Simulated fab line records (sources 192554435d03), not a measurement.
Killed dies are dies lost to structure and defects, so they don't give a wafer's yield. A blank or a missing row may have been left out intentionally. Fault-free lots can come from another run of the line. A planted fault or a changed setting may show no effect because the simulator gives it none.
Matching of chambers + flow n5_finfet + pecvd-04 running N5_PMOS_HMC_CHANNEL_EPI_HM_DEP_34: 3 sister chambers
The step deposits SiO2 from TEOS/O2, target thk 36 nm, time 6.9 s. 14 wafers are shown with their chamber, then 7 later ones without.

## WAFERS, EACH WITH ITS CHAMBER
| wafer  | chamber | throttle_valve_pct (%) | showerhead_plenum_p_Torr (Torr) | showerhead_vpp_V (V) |
|--------|---------|------------------------|---------------------------------|----------------------|
| L075.1 | 0       | 19.2                   | 8.384                           | 1827                 |
| L075.3 | 2       | 17.9                   | 8.345                           | 1822                 |
| L075.5 | 0       | 19.4                   | 8.413                           | 1825                 |
| L077.2 | 2       | 17.9                   | 8.326                           | 1817                 |
| L077.3 | 0       | 19.2                   | 8.420                           | 1825                 |
| L077.4 | 2       | 18.0                   | 8.333                           | 1794                 |
| L080.1 | 0       | 19.5                   | 8.389                           | 1830                 |
| L080.2 | 1       | 20.9                   | 8.379                           | 1842                 |
| L080.6 | 0       | 19.5                   | 8.404                           | 1838                 |
| L088.2 | 1       | 20.8                   | 8.379                           | 1862                 |
| L088.3 | 2       | 18.5                   | 8.345                           | 1807                 |
| L088.6 | 2       | 18.0                   | 8.364                           | 1800                 |
| L091.1 | 2       | 18.1                   | 8.368                           | 1795                 |
| L091.3 | 1       | 20.7                   | 8.381                           | 1845                 |

SIGNATURES, as means of the wafers listed above
| reading                  | chamber 0 | chamber 1 | chamber 2 | scatter within a chamber |
|--------------------------|-----------|-----------|-----------|--------------------------|
| throttle_valve_pct       | 19.360    | 20.800    | 18.067    | 0.182                    |
| showerhead_plenum_p_Torr | 8.40200   | 8.37967   | 8.34683   | 0.0145                   |
| showerhead_vpp_V         | 1829.00   | 1849.67   | 1805.83   | 9.67                     |
Rule: for a wafer and a chamber, the distance is found by dividing, reading by reading, the gap between the wafer's reading and the chamber's mean by the reading's scatter, squaring, summing and taking the root. If the next closest chamber is less than 2 further off than the closest, the wafer can't be placed; otherwise it belongs to the closest. The scatter: take each reading less its chamber's mean, square it, sum over the shown wafers, divide by the number of wafers less the number of chambers, and take the root.

## WAFERS WITH NO CHAMBER GIVEN
| wafer  | throttle_valve_pct (%) | showerhead_plenum_p_Torr (Torr) | showerhead_vpp_V (V) |
|--------|------------------------|---------------------------------|----------------------|
| L091.4 | 20.5                   | 8.380                           | 1869                 |
| L093.1 | 20.8                   | 8.362                           | 1859                 |
| L093.4 | 19.0                   | 8.421                           | 1835                 |
| L093.5 | 18.5                   | 8.388                           | 1782                 |
| L097.1 | 18.5                   | 8.386                           | 1790                 |
| L097.2 | 20.9                   | 8.360                           | 1865                 |
| L097.5 | 19.4                   | 8.404                           | 1830                 |

## EACH ONE'S CHAMBER
| wafer  | from the rows above | in truth |
|--------|---------------------|----------|
| L091.4 | 1                   | 1        |
| L093.1 | 1                   | 1        |
| L093.4 | 0                   | 0        |
| L093.5 | 2                   | 2        |
| L097.1 | 2                   | 2        |
| L097.2 | 1                   | 1        |
| L097.5 | 0                   | 0        |
7 of 7 placed correctly. Left unplaced by these rows: 0. Placed wrongly: 0.
